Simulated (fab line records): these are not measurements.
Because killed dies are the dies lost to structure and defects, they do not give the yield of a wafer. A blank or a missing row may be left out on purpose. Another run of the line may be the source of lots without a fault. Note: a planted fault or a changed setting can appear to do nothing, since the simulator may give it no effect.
Matching of chambers	flow nandHarc	NHARC_A_M1_ETCH_35 on rieDiel-08: 4 sister chambers
The step etches the open film in N2/H2, target depth 40 nm, overetch 12 nm, time 43.94 s. 4 wafers are shown with their chamber, then 12 later ones without.

## WAFERS WITH THEIR CHAMBER
wafer	chamber	drypumpMotorCurrentA (A)
L085.5	3	5.7
L089.1	1	5.1
L089.2	2	5.2
L089.3	0	6.0

## WAFERS WITHOUT THEIR CHAMBER
wafer	drypumpMotorCurrentA (A)
L089.4	5.7
L089.5	5.7
L089.6	6.0
L092.1	5.3
L092.2	5.7
L092.5	5.7
L093.2	5.3
L093.3	5.1
L093.4	6.0
L097.1	5.7
L097.2	5.1
L097.5	5.3

## CHAMBER TAKEN BY EACH
wafer	from the rows above	in truth
L089.4	3	3
L089.5	3	3
L089.6	0	0
L092.1	2	2
L092.2	3	3
L092.5	3	3
L093.2	2	2
L093.3	1	1
L093.4	0	0
L097.1	3	3
L097.2	1	1
L097.5	2	2
Correct placement for 12 of the 12. Can't be placed from these rows: 0. Number placed wrongly: 0.
How it was worked out, from the rows above alone: a wafer's distance from a chamber is the root of the sum, over the readings, of the square of ((its reading less the chamber's mean) divided by the reading's scatter). The wafer belongs to the nearest chamber; if the next one is less than 2 further off, it can't be placed. For every chamber, the mean is computed from those of its wafers that are shown. The scatter: root of mean squared gap, hidden wafer to nearest shown wafer, with one shown wafer a chamber.
